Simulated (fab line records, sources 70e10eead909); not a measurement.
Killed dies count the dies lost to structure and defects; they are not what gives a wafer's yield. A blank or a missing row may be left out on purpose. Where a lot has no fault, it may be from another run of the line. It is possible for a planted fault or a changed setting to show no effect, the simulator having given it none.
Matching of chambers + flow nand-harc + NHARC_P_M2_DEP_33 on pecvd-02: 3 sister chambers
The step deposits SiCN, target thk 30 nm. 5 wafers are shown with their chamber, then 9 later ones without.

WAFERS PAIRED WITH THEIR CHAMBERS
| wafer  | chamber | heater-power-w (W) | heater-power-outer-w (W) |
|--------|---------|--------------------|--------------------------|
| L085.2 | 2       | 590                | 354                      |
| L085.5 | 0       | 709                | 370                      |
| L087.3 | 1       | 713                | 403                      |
| L087.4 | 0       | 716                | 380                      |
| L087.6 | 2       | 531                | 305                      |

WAFERS MISSING THEIR CHAMBER
| wafer  | heater-power-w (W) | heater-power-outer-w (W) |
|--------|--------------------|--------------------------|
| L089.2 | 727                | 367                      |
| L089.3 | 606                | 342                      |
| L089.4 | 710                | 361                      |
| L090.4 | 731                | 381                      |
| L090.5 | 582                | 347                      |
| L090.6 | 677                | 394                      |
| L092.3 | 647                | 374                      |
| L092.4 | 579                | 338                      |
| L092.5 | 672                | 378                      |

EACH ONE'S CHAMBER
| wafer  | from the rows above          | in truth |
|--------|------------------------------|----------|
| L089.2 | can't be placed: 0 or 1      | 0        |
| L089.3 | 2                            | 2        |
| L089.4 | can't be placed: 0 or 1      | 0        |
| L090.4 | can't be placed: 0 or 1      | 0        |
| L090.5 | 2                            | 2        |
| L090.6 | can't be placed: 1 or 0      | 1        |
| L092.3 | can't be placed: 0 or 1 or 2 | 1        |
| L092.4 | 2                            | 2        |
| L092.5 | can't be placed: 0 or 1      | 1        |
Correctly placed: 3 of 9. These rows do not allow placing 6 (true chamber among the candidates in 6). 0 placed wrongly.
How it was worked out, from the rows above alone: a wafer's distance from a chamber is the root of the sum, over the readings, of the square of ((its reading less the chamber's mean) divided by the reading's scatter). The wafer belongs to the nearest chamber; if the next one is less than 2 further off, it can't be placed. For every chamber, the mean is computed from those of its wafers that are shown. The scatter: take each reading less its chamber's mean, square it, sum over the shown wafers, divide by the number of wafers less the number of chambers, and take the root.
